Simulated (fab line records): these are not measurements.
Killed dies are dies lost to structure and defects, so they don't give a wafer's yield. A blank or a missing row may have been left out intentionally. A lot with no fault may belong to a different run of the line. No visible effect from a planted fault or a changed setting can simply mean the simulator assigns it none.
Which tool was responsible?	flow nand_harc	18 wafers from 6 lots sampled at 5 of the route's 1302 steps

WHAT EACH GAUGE READ, for each wafer
NHARC_A_SGD_CUT_INSPECT_25.
lot	measured	on	raw_defect_count
L100	day 19 20:34	defect_inspect-02	270 342 305
L104	day 21 12:12	defect_inspect-01	416 396 296
L108	day 23 01:07	defect_inspect-02	671 521 399
L111	day 24 19:43	defect_inspect-02	587 450 563
L117	day 27 10:01	defect_inspect-01	383 430 1658
L122	day 29 10:46	defect_inspect-01	397 311 455

TOOL THAT RAN EACH LOT (tool first, then ch and the chambers of the sampled wafers, then the start)
lot	NHARC_A_SGD_CUT_ETCH_15	NHARC_A_SGD_CUT_CMP_21	NHARC_A_SGD_CUT_ETCH_26	NHARC_A_SGD_CUT_STRIP_28
L100	rie_diel-06 ch 0,1,3, day 19 19:50 or earlier	cmp-02 ch 1,2,3, day 19 19:50	wet_bench-07 ch 3,6,7, day 19 20:10	rie_diel-06 ch 0,2,3, day 19 20:34 or earlier
L104	rie_diel-12 ch 1,3, day 21 11:29 or earlier	cmp-02 ch 0,1,2, day 21 11:29	wet_bench-07 ch 0,1,5, day 21 11:48	rie_diel-12 ch 1,2, day 21 12:12 or earlier
L108	rie_diel-12 ch 0,1,2, day 23 00:28 or earlier	cmp-03 ch 1,2,3, day 23 00:28	wet_bench-03 ch 0,1,6, day 23 00:44	rie_diel-06 ch 2,3, day 23 01:07 or earlier
L111	rie_diel-11 ch 0,2,3, day 24 18:59 or earlier	cmp-02 ch 0,2,3, day 24 18:59	wet_bench-03 ch 5,6,7, day 24 19:20	rie_diel-06 ch 1,2,3, day 24 19:43 or earlier
L117	rie_diel-11 ch 0,1,3, day 27 09:18 or earlier	cmp-03 ch 0,3, day 27 09:18	wet_bench-03 ch 2,4,7, day 27 09:37	rie_diel-06 ch 0,1,2, day 27 10:01 or earlier
L122	rie_diel-06 ch 0,3, day 29 10:04 or earlier	cmp-02 ch 2,3, day 29 10:04	wet_bench-07 ch 1,2,3, day 29 10:22	rie_diel-12 ch 1,2, day 29 10:46 or earlier
- NHARC_A_SGD_CUT_ETCH_15: etches the open film in CH3F/O2, target depth 75 nm, time 64.3 s.
- NHARC_A_SGD_CUT_CMP_21: polishes, target thk 148.19 nm.
- NHARC_A_SGD_CUT_ETCH_26: etches SiO2 in dHF, target depth 45.8 nm.
- NHARC_A_SGD_CUT_STRIP_28: strips in O2, time 20 s.

THE ANSWER, worked out from the rows above alone
Rule: the usual values come from the lots themselves. Put in order of their means at a reading, lots are off if they are a third of the lots or fewer, leave a main group of 4 or more, and stand apart from it by a gap of 3 or more times the standard deviation of the main group's means; of several such gaps the widest counts. The tables above print the reading to a certain number of digits; a main group whose means all agree to those digits is not used. A lot without any number at a reading at which 4 lots or more have one is off too. Where the step has rows for the other lots, those lots are counted as sound.
Off, at NHARC_A_SGD_CUT_INSPECT_25 on raw_defect_count: L117. For the main group the mean is 425 and the standard deviation 91.
A tool fits if, at a process step before that reading, it ran every lot that is off, and no sound lot after the first of them. Those tools and the gauges at NHARC_A_SGD_CUT_INSPECT_25 are tried in the same way. Because NHARC_A_SGD_CUT_ETCH_15 lacks a start for some lots, the hours and order of its lots are taken from NHARC_A_SGD_CUT_CMP_21. Because NHARC_A_SGD_CUT_STRIP_28 lacks a start for some lots, the hours and order of its lots are taken from NHARC_A_SGD_CUT_INSPECT_25. Can't be told from this: 4 tools fit, rie_diel-11 at NHARC_A_SGD_CUT_ETCH_15, cmp-03 at NHARC_A_SGD_CUT_CMP_21, wet_bench-03 at NHARC_A_SGD_CUT_ETCH_26, rie_diel-06 at NHARC_A_SGD_CUT_STRIP_28.

WHAT THE SIMULATOR HAD PUT IN
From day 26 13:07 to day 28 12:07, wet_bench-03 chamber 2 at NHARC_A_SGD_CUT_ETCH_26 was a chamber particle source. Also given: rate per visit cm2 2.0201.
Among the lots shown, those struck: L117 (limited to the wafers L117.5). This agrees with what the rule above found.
